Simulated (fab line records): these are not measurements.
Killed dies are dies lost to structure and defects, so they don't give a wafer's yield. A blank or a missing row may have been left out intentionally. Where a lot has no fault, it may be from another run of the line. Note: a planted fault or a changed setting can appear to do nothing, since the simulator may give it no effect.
Split-lot experiment | flow n5 finfet | route with 1938 steps; 7 lots, 39 wafers read

ABOUT THE SPLIT
At N5_FIN_CUT_CUT_ETCH_26 (etches SiNx in CH3F/O2, target depth 39 nm, time 55.7 s), the setting target depth a was moved away from the recipe's 390 angstrom on 15 of the 39 wafers read, by -11.9% to +9.6%. For the rest of the wafers, this setting stayed at what the recipe calls for.

FROM THE SPLIT TO THE READING: what the file shows between them, 2 steps
- N5_FIN_CUT_CUT_ETCH_27: etches SiO2 in CHF3/O2, target depth 4 nm, overetch 2 nm, time 4.9 s
- N5_FIN_CUT_PRECLEAN_35: cleans in vHF, time 13.3 s

THE READING
SOC_of_FIN_CUT_COAT_18.thk nm (the simulator's own value, which no gauge read), in nm, at N5_FIN_CUT_CUT_ETCH_15 (etches Si in HBr/Cl2/O2, target depth 100 nm, bt time 10 s, time 42.4 s). The file does not state a usual value for it. The 24 wafers here that ran the recipe average 170.6 nm, standard deviation 0.86 nm.

wafer  | tool, chamber at the split | target depth a as run, angstrom | against the recipe | SOC_of_FIN_CUT_COAT_18.thk nm, nm | against lot-mates on the recipe
L074.1 | rie diel-05, 2             | 390                             | recipe             | 169.8                             | -
L074.2 | rie diel-05, 1             | 350                             | -10.3%             | 172                               | +1.6
L074.3 | rie diel-05, 3             | 390                             | recipe             | 170.4                             | -
L074.4 | rie diel-05, 0             | 390                             | recipe             | 171                               | -
L074.5 | rie diel-05, 2             | 350                             | -10.3%             | 172.2                             | +1.8
L074.6 | rie diel-05, 3             | 350                             | -10.3%             | 171.8                             | +1.4
L075.1 | rie diel-04, 2             | 427.6                           | +9.6%              | 169                               | -1.1
L075.3 | rie diel-04, 3             | 427.6                           | +9.6%              | 169                               | -1.1
L075.2 | rie diel-04, 1             | 390                             | recipe             | 170.2                             | -
L075.4 | rie diel-04, 0             | 390                             | recipe             | 170.2                             | -
L075.5 | rie diel-04, 3             | 390                             | recipe             | 170                               | -
L075.6 | rie diel-04, 2             | 427.6                           | +9.6%              | 169.6                             | -0.5
L079.2 | rie diel-03, 2             | 390                             | recipe             | 171.2                             | -
L079.3 | rie diel-03, 3             | 390                             | recipe             | 172.2                             | -
L079.4 | rie diel-03, 0             | 390                             | recipe             | 172.6                             | -
L081.1 | rie diel-03, 2             | 390                             | recipe             | 169.6                             | -
L081.2 | rie diel-03, 3             | 366.2                           | -6.1%              | 170.8                             | +0.9
L081.6 | rie diel-03, 3             | 366.2                           | -6.1%              | 170.8                             | +0.9
L081.3 | rie diel-03, 0             | 390                             | recipe             | 170                               | -
L081.5 | rie diel-03, 0             | 390                             | recipe             | 170                               | -
L081.4 | rie diel-03, 2             | 366.2                           | -6.1%              | 171                               | +1.1
L087.1 | rie diel-04, 0             | 390                             | recipe             | 169.8                             | -
L087.2 | rie diel-04, 3             | 343.7                           | -11.9%             | 173.6                             | +3.0
L087.3 | rie diel-04, 1             | 343.7                           | -11.9%             | 172.8                             | +2.2
L087.4 | rie diel-04, 2             | 343.7                           | -11.9%             | 172.8                             | +2.2
L087.5 | rie diel-04, 1             | 390                             | recipe             | 171.6                             | -
L087.6 | rie diel-04, 0             | 390                             | recipe             | 170.4                             | -
L090.1 | rie diel-03, 1             | 390                             | recipe             | 169.2                             | -
L090.2 | rie diel-03, 0             | 346.6                           | -11.1%             | 172.2                             | +2.5
L090.6 | rie diel-03, 1             | 346.6                           | -11.1%             | 172.2                             | +2.5
L090.3 | rie diel-03, 3             | 390                             | recipe             | 169.8                             | -
L090.4 | rie diel-03, 3             | 390                             | recipe             | 170.2                             | -
L090.5 | rie diel-03, 0             | 346.6                           | -11.1%             | 172.6                             | +2.9
L094.1 | rie diel-03, 0             | 390                             | recipe             | 171.6                             | -
L094.2 | rie diel-03, 1             | 390                             | recipe             | 170.2                             | -
L094.3 | rie diel-03, 3             | 390                             | recipe             | 170.8                             | -
L094.4 | rie diel-03, 0             | 390                             | recipe             | 171.8                             | -
L094.5 | rie diel-03, 1             | 390                             | recipe             | 171.2                             | -
L094.6 | rie diel-03, 3             | 390                             | recipe             | 170.6                             | -

FIT RESULTS
A straight line over all 39 wafers: SOC_of_FIN_CUT_COAT_18.thk nm changes by -0.157 nm for each +1% of target depth a; r = -0.78; the points scatter about the line by 0.76 nm.
The same after taking each lot's own level away (the mean of its wafers on the recipe; 39 wafers): -0.172 nm for each +1%; r = -0.89; scatter 0.52 nm.
On that fit, the largest move of target depth a shifts the reading by 2 nm.
Measured against the standard deviation above, the lots' own levels, which go from 169.73 to 172.00 nm, span 2.6 times it.
So the lot-to-lot level blurs the effect unless lot-mates are compared.
Check: for one of the wafers moved furthest among these (-11.9%), held out of the fit, the line's prediction against its lot-mates is +2.08 nm. Against them it came out at +3 nm.

THE OTHER SPLITS THESE WAFERS WENT THROUGH
Before the reading, these wafers also passed through other splits. Each is held against what the fit with the lots' levels taken away leaves over:
other split on the same wafers               | wafers away from the commonest value | r with SOC_of_FIN_CUT_COAT_18.thk nm (lot level and that fit taken away)
N5_PMOS_HMC_CHANNEL_EPI_FIN_RECESS_16 time s | 12                                   | +0.28

THE WHOLE CHAIN: every reading that the file lists as answering this split, in the file's order
step                   | what it does                                                            | reading                                                                        | change (the file's fit)               | r (the file's)
N5_FIN_CUT_CUT_ETCH_26 | etches SiNx in CH3F/O2, target depth 39 nm, time 55.7 s                 | etch.depth nm (the simulator's own value, which no gauge read)                 | +0.398 nm for each +1% of the setting | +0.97
N5_FIN_CUT_CUT_ETCH_26 | etches SiNx in CH3F/O2, target depth 39 nm, time 55.7 s                 | SOC_of_FIN_CUT_COAT_18.thk nm (the simulator's own value, which no gauge read) | -0.167 nm for each +1% of the setting | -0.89
N5_FIN_CUT_CUT_ETCH_15 | etches Si in HBr/Cl2/O2, target depth 100 nm, bt time 10 s, time 42.4 s | SOC_of_FIN_CUT_COAT_18.thk nm (the simulator's own value, which no gauge read) | -0.179 nm for each +1% of the setting | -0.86

THE FILE'S OWN FIT
SOC_of_FIN_CUT_COAT_18.thk nm changes by -0.179 nm for each +1% of target depth a, r = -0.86.
